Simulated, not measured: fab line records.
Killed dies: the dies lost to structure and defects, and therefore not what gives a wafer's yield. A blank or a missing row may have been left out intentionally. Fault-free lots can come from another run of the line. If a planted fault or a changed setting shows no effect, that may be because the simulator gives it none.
Which tool did it? + flow nand-harc + 21 wafers from 7 lots sampled at 5 of the route's 1302 steps

## WHAT EACH GAUGE READ, for each wafer
NHARC_END_SORT_01.
| lot  | measured     | on        | killed-at-periphery |
|------|--------------|-----------|---------------------|
| L892 | day 24 18:31 | prober-01 | 3 0 2               |
| L896 | day 27 01:40 | prober-02 | 3 5 6               |
| L898 | day 27 05:46 | prober-01 | 11 4 8              |
| L900 | day 28 12:43 | prober-02 | 12 5 5              |
| L902 | day 28 19:47 | prober-01 | 2 2 4               |
| L907 | day 30 19:20 | prober-01 | 646 649 662         |

## EACH LOT AND THE TOOL THAT RAN IT (in order: tool; ch and the chambers of the sampled wafers; start)
| lot  | NHARC_P_GATE_ETCH_77                | NHARC_THIN_TSV_ETCH_15           | NHARC_THIN_TSV_ANNEAL_52         | NHARC_THIN_TSV_STRIP_56              |
|------|-------------------------------------|----------------------------------|----------------------------------|--------------------------------------|
| L892 | wet-bench-09 ch 0,2,4, day 6 07:24  | rie-si-04 ch 1,2, day 24 01:46   | rtp-anneal-01 ch 0, day 24 04:58 | plasma-asher-01 ch 0,1, day 24 07:38 |
| L896 | wet-bench-09 ch 0,5,7, day 8 00:57  | rie-si-04 ch 0,1,3, day 26 09:09 | rtp-anneal-01 ch 0, day 26 12:38 | plasma-asher-01 ch 0,1, day 26 15:05 |
| L898 | wet-bench-06 ch 0,5,7, day 8 16:09  | rie-si-06 ch 1,2, day 26 14:01   | rtp-anneal-02 ch 0, day 26 17:18 | plasma-asher-01 ch 0,1, day 26 19:44 |
| L900 | wet-bench-01 ch 1,3,5, day 9 18:02  | rie-si-06 ch 0,2,3, day 27 22:38 | rtp-anneal-02 ch 0, day 28 01:45 | plasma-asher-01 ch 0,1, day 28 04:20 |
| L902 | wet-bench-09 ch 0,1,7, day 10 10:08 | rie-si-04 ch 0,1, day 28 05:41   | rtp-anneal-01 ch 0, day 28 08:56 | plasma-asher-01 ch 0,1, day 28 11:31 |
| L904 | wet-bench-01 ch 0,2,3, day 11 15:23 | rie-si-04 ch 0,1,3, day 29 19:01 | rtp-anneal-01 ch 0, day 29 22:16 | plasma-asher-02 ch 0,1, day 30 00:50 |
| L907 | wet-bench-06 ch 1,5,6, day 12 11:58 | -                                | -                                | -                                    |
- NHARC_P_GATE_ETCH_77: etches SiO2 in dHF, target depth 6 nm.
- NHARC_THIN_TSV_ETCH_15: target depth 3000 nm, bosch target overetch cycles 2, bosch etch step 2.8 s.
- NHARC_THIN_TSV_ANNEAL_52: time 90 s.
- NHARC_THIN_TSV_STRIP_56: strips in O2.

## THE ANSWER, worked out from the rows above alone
Rule: the lots themselves supply what counts as usual. The widest of any qualifying gaps counts: lots, ordered by their means at a reading, are off when they make up no more than a third of the lots, leave a main group of 4 or more, and stand apart from it by 3 or more times the standard deviation of that group's means. A main group is skipped when, at the precision printed for the reading in the tables above, its means are all equal. Also off: a lot with no number at a reading for which 4 or more lots have one. The other lots that the step has rows for count as sound.
Off: L907 (NHARC_END_SORT_01, killed-at-periphery). The main group has a mean of 4.8 with a standard deviation of 2.4. Neither off nor sound, because the step has no rows for them: L904.
If a tool, at a process step before that reading, ran all the lots that are off and no sound lot after the first of them, it fits. Gauges at NHARC_END_SORT_01: tried the same way as those tools. Undecided on this evidence; 2 tools fit (wet-bench-06 at NHARC_P_GATE_ETCH_77, prober-01 at NHARC_END_SORT_01).

## WHAT THE SIMULATOR HAD PUT IN
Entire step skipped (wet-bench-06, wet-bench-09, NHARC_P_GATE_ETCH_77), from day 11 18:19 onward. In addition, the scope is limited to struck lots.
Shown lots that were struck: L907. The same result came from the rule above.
